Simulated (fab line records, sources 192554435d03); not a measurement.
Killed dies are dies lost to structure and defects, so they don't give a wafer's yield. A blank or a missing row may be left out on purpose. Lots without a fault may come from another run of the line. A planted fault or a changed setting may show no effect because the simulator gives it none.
Which tool did it? | flow n5_finfet | 11 lots, 33 wafers sampled, at 3 steps of a route of 1938

WHAT THE GAUGES READ, wafer by wafer
N5_PASSIVATION_CD_MEAS_10: target cd 3000 nm. Usual: cd_nm 2999.8 nm, standard deviation 2.2.
lot  | measured     | on        | cd_nm (nm)           | flag
L387 | day 13 07:11 | cd_sem-01 | 2999.6 3002.3 3003.5 |
L389 | day 13 01:16 | cd_sem-01 | 2997.6 2998.4 2995.4 |
L386 | day 14 12:44 | cd_sem-01 | 3000.7 2999.4 2997.7 |
L392 | day 14 08:45 | cd_sem-03 | 2998.7 2996.5 2998.8 |
L395 | day 14 23:17 | cd_sem-01 | 2998.7 2999.2 3001.2 |
L396 | day 14 18:07 | cd_sem-01 | 2999.6 3000.2 3000.8 |
L398 | day 15 17:48 | cd_sem-03 | 3003.6 2999.1 2996.4 |
L399 | day 16 10:24 | cd_sem-02 | 2999.9 3001.4 2996.1 |
L401 | day 16 19:23 | cd_sem-01 | 2998.7 2998.7 3001.1 |
L403 | day 17 03:29 | cd_sem-02 | 2997.3 2998.4 3002.2 |
L406 | day 18 13:21 | cd_sem-01 | 3000.5 3002.1 3001.5 |

N5_PASSIVATION_CD_MEAS_30: target cd 4000 nm. Usual: cd_nm 4001.4 nm, standard deviation 2.
lot  | measured     | on        | cd_nm (nm)           | flag
L387 | day 13 08:55 | cd_sem-03 | 3999.2 4000.0 4001.6 |
L389 | day 13 07:31 | cd_sem-01 | 4001.2 4004.6 4000.6 |
L386 | day 14 14:42 | cd_sem-02 | 4005.1 4002.6 4006.0 |
L392 | day 14 10:43 | cd_sem-01 | 4001.8 3999.3 4003.8 |
L395 | day 15 01:05 | cd_sem-02 | 4001.7 4001.1 4003.3 |
L396 | day 14 20:01 | cd_sem-02 | 4003.7 4004.0 4004.4 |
L398 | day 15 19:13 | cd_sem-02 | 4001.7 4002.9 4000.2 |
L399 | day 16 12:08 | cd_sem-01 | 3999.8 4004.1 4001.9 |
L401 | day 16 20:58 | cd_sem-02 | 4003.8 4000.5 4002.7 |
L403 | day 17 05:08 | cd_sem-01 | 3999.6 4002.4 4004.9 |
L406 | day 18 15:38 | cd_sem-03 | 4002.8 4002.7 3998.1 |

WHICH TOOL RAN EACH LOT (tool, then ch and the chambers of the sampled wafers, then the start)
lot  | N5_MOL_CONTACT_COAG_ETCH_15
L387 | rie_diel-03 ch 0,2,3, day 5 11:28
L389 | rie_diel-01 ch 2,3, day 5 18:23
L386 | rie_diel-03 ch 0,2,3, day 6 00:20
L392 | rie_diel-03 ch 2,3, day 6 06:13
L395 | rie_diel-03 ch 0,2, day 6 22:41
L396 | rie_diel-01 ch 1,2,3, day 7 01:03
L398 | rie_diel-03 ch 1,2,3, day 8 01:26
L399 | rie_diel-03 ch 1,2,3, day 8 04:53
L401 | rie_diel-01 ch 0,1,2, day 8 15:38
L403 | rie_diel-03 ch 0,1,3, day 9 02:42
L406 | rie_diel-03 ch 0,2, day 9 17:19
- N5_MOL_CONTACT_COAG_ETCH_15: etches SiNx in CH3F/O2, stops on Si:P, target depth 7 nm.

WHAT THE TOOLS THEMSELVES READ (means of the sampled wafers that have a number; where no wafer has one, the mark that the record gives instead)
N5_MOL_CONTACT_COAG_ETCH_15. Usual: CH3F_flow_sccm 29.98 sccm, standard deviation 0.088; O2_flow_sccm 20.00 sccm, standard deviation 0.059; drypump_motor_current_A 5.6 A, standard deviation 0.49; oes_product_au 0.56 a.u., standard deviation 0.039; rf_vpp_V 299 V, standard deviation 6.6; showerhead_plenum_p_Torr 2.03 Torr, standard deviation 0.059; throttle_valve_pct 16.46 %, standard deviation 0.21.
lot  | tool        | CH3F_flow_sccm (sccm) | O2_flow_sccm (sccm) | drypump_motor_current_A (A) | oes_product_au (a.u.) | rf_vpp_V (V) | showerhead_plenum_p_Torr (Torr) | throttle_valve_pct (%) | flag
L387 | rie_diel-03 | 29.98                 | 20.01               | 5.8                         | 0.56                  | 297          | 2.01                            | 16.54                  |
L389 | rie_diel-01 | 29.99                 | 20.01               | 5.2                         | 0.54                  | 303          | 2.08                            | 16.42                  |
L386 | rie_diel-03 | 29.94                 | 20.04               | 5.8                         | 0.56                  | 297          | 2.01                            | 16.54                  |
L392 | rie_diel-03 | 29.89                 | 20.02               | 6.0                         | 0.54                  | 292          | 1.96                            | 16.71                  |
L395 | rie_diel-03 | 29.97                 | 20.02               | 5.6                         | 0.56                  | 300          | 2.06                            | 16.41                  |
L396 | rie_diel-01 | 29.99                 | 20.00               | 5.1                         | 0.57                  | 302          | 2.07                            | 16.41                  |
L398 | rie_diel-03 | 30.04                 | 20.03               | 5.6                         | 0.56                  | 296          | 1.98                            | 16.58                  |
L399 | rie_diel-03 | 29.94                 | 20.04               | 5.6                         | 0.55                  | 296          | 1.98                            | 16.59                  |
L401 | rie_diel-01 | 30.02                 | 20.02               | 5.5                         | 0.59                  | 301          | 2.05                            | 16.35                  |
L403 | rie_diel-03 | 29.99                 | 19.98               | 5.7                         | 0.54                  | 294          | 2.00                            | 16.48                  |
L406 | rie_diel-03 | 30.03                 | 20.00               | 5.4                         | 0.55                  | 303          | 2.04                            | 16.59                  |

THE ANSWER, worked out from the rows above alone
Rule: a lot is off if the mean of its wafers that have a number lies more than 3 standard deviations from the usual mean. A lot without any number at a reading at which 4 lots or more have one is off too. The other lots that the step has rows for count as sound. The gauges are gone through in route order, then the tools' own readings, and for those a lot's mean is taken as printed above. The first step at which some lot is off is used, and at that step the reading that is off furthest; a lot without a number counts as furthest.
No lot is off at any reading shown: from this, nothing can be told.

WHAT THE SIMULATOR HAD PUT IN
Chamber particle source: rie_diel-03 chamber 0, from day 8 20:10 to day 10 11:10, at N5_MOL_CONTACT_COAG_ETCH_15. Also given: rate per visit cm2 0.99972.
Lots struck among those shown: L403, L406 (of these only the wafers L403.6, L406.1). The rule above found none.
